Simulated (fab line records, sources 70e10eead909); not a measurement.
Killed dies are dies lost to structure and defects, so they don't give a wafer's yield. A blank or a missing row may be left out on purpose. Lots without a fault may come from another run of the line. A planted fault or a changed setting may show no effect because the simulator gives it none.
Chamber matching | flow nand_harc | NHARC_A_BONDPAD_CMP_19 on cmp-04: 4 sister chambers
The step polishes, t overpolish 30 s, cu recess touch 16 s, target thk 169.82 nm. 4 wafers are shown with their chamber, then 7 later ones without.

WAFERS WITH THEIR CHAMBER
wafer  | chamber | motor_current_A (A)
L110.2 | 2       | 12.4
L110.3 | 0       | 11.9
L115.1 | 3       | 12.2
L115.4 | 1       | 12.4

WAFERS WITHOUT THEIR CHAMBER
wafer  | motor_current_A (A)
L115.5 | 11.6
L116.1 | 11.8
L116.2 | 12.0
L116.3 | 11.3
L117.1 | 11.8
L117.5 | 11.3
L117.6 | 12.3

WHICH CHAMBER EACH WENT THROUGH
wafer  | from the rows above               | in truth
L115.5 | can't be placed: 0 or 3 or 1 or 2 | 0
L116.1 | can't be placed: 0 or 3 or 1 or 2 | 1
L116.2 | can't be placed: 0 or 3 or 1 or 2 | 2
L116.3 | can't be placed: 0 or 3 or 1 or 2 | 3
L117.1 | can't be placed: 0 or 3 or 1 or 2 | 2
L117.5 | can't be placed: 0 or 3 or 1 or 2 | 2
L117.6 | can't be placed: 1 or 2 or 3 or 0 | 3
Placed correctly: 0 of 7. Can't be placed from these rows: 7 (the true chamber is among the candidates in 7). Placed wrongly: 0.
How it was worked out, from the rows above alone: a wafer's distance from a chamber is the root of the sum, over the readings, of the square of ((its reading less the chamber's mean) divided by the reading's scatter). The wafer belongs to the nearest chamber; if the next one is less than 2 further off, it can't be placed. A chamber's mean is the mean of its shown wafers. The scatter: with one shown wafer a chamber, the root of the mean of the squares of how far each hidden wafer lies from its nearest shown one.
